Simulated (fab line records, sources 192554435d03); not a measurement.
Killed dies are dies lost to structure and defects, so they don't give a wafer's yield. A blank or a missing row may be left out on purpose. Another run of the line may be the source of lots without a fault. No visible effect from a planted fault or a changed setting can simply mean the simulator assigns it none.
Chamber matching    flow n5 finfet    N5_DUMMY_GATE_TRIM_49 on rie si-03 has 4 sister chambers
The step chemistry O2, time 29 s, target cd 14 nm. 4 wafers are shown with their chamber, then 8 later ones without.

== WAFERS, EACH WITH ITS CHAMBER ==
wafer   chamber  throttle valve pct (%)
L081.5  2        8.31
L084.1  3        8.11
L084.3  1        7.95
L090.1  0        8.32

== WAFERS WITHOUT THEIR CHAMBER ==
wafer   throttle valve pct (%)
L090.2  8.10
L090.3  7.97
L092.1  8.31
L092.4  8.31
L092.6  8.30
L094.1  8.31
L094.2  8.31
L094.5  8.11

== CHAMBER TAKEN BY EACH ==
wafer   from the rows above      in truth
L090.2  3                        3
L090.3  1                        1
L092.1  can't be placed: 2 or 0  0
L092.4  can't be placed: 2 or 0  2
L092.6  can't be placed: 2 or 0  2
L094.1  can't be placed: 2 or 0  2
L094.2  can't be placed: 2 or 0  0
L094.5  3                        3
Correctly placed: 3 of 8. From these rows, 5 cannot be placed; in 5 the true chamber is one of the candidates. Placed wrongly: 0.
How it was worked out, from the rows above alone: a wafer's distance from a chamber is the root of the sum, over the readings, of the square of ((its reading less the chamber's mean) divided by the reading's scatter). If the next closest chamber is less than 2 further off than the closest, the wafer can't be placed; otherwise it belongs to the closest. A chamber's mean is the mean of its shown wafers. The scatter: root of mean squared gap, hidden wafer to nearest shown wafer, with one shown wafer a chamber.
